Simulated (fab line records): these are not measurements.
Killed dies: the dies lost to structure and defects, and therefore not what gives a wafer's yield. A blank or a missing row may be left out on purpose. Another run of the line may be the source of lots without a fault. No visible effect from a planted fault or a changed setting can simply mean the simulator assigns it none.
Chamber matching | flow n5-finfet | rie-diel-06 running N5_HKMG_FIN_STRIP_93: 4 sister chambers
The step strips SOC in N2/H2, time 20 s. 8 wafers are shown with their chamber, then 10 later ones without.

WAFERS PAIRED WITH THEIR CHAMBERS
wafer  | chamber | throttle-valve-pct (%) | showerhead-plenum-p-Torr (Torr)
L078.1 | 3       | 19.1                   | 3.40
L082.1 | 2       | 18.9                   | 3.40
L082.2 | 1       | 18.6                   | 3.47
L084.3 | 1       | 18.7                   | 3.46
L084.4 | 0       | 19.7                   | 3.33
L084.6 | 3       | 19.1                   | 3.39
L085.2 | 2       | 18.9                   | 3.39
L085.4 | 0       | 19.7                   | 3.33

WAFERS MISSING THEIR CHAMBER
wafer  | throttle-valve-pct (%) | showerhead-plenum-p-Torr (Torr)
L085.5 | 18.9                   | 3.39
L089.1 | 18.9                   | 3.39
L089.5 | 18.9                   | 3.39
L089.6 | 19.8                   | 3.33
L093.2 | 18.9                   | 3.38
L093.4 | 19.2                   | 3.38
L093.5 | 19.8                   | 3.32
L094.1 | 19.2                   | 3.38
L094.2 | 18.9                   | 3.38
L094.3 | 18.7                   | 3.45

WHICH CHAMBER EACH WENT THROUGH
wafer  | from the rows above | in truth
L085.5 | 2                   | 2
L089.1 | 2                   | 2
L089.5 | 2                   | 2
L089.6 | 0                   | 0
L093.2 | 2                   | 2
L093.4 | 3                   | 3
L093.5 | 0                   | 0
L094.1 | 3                   | 3
L094.2 | 2                   | 2
L094.3 | 1                   | 1
Correctly placed: 10 of 10. Number that these rows cannot place: 0. Number placed wrongly: 0.
How it was worked out, from the rows above alone: a wafer's distance from a chamber is the root of the sum, over the readings, of the square of ((its reading less the chamber's mean) divided by the reading's scatter). The wafer belongs to the nearest chamber; if the next one is less than 2 further off, it can't be placed. For every chamber, the mean is computed from those of its wafers that are shown. The scatter is the square root of a quotient: the sum, over the shown wafers, of each reading's squared deviation from its chamber's mean, divided by wafers minus chambers.
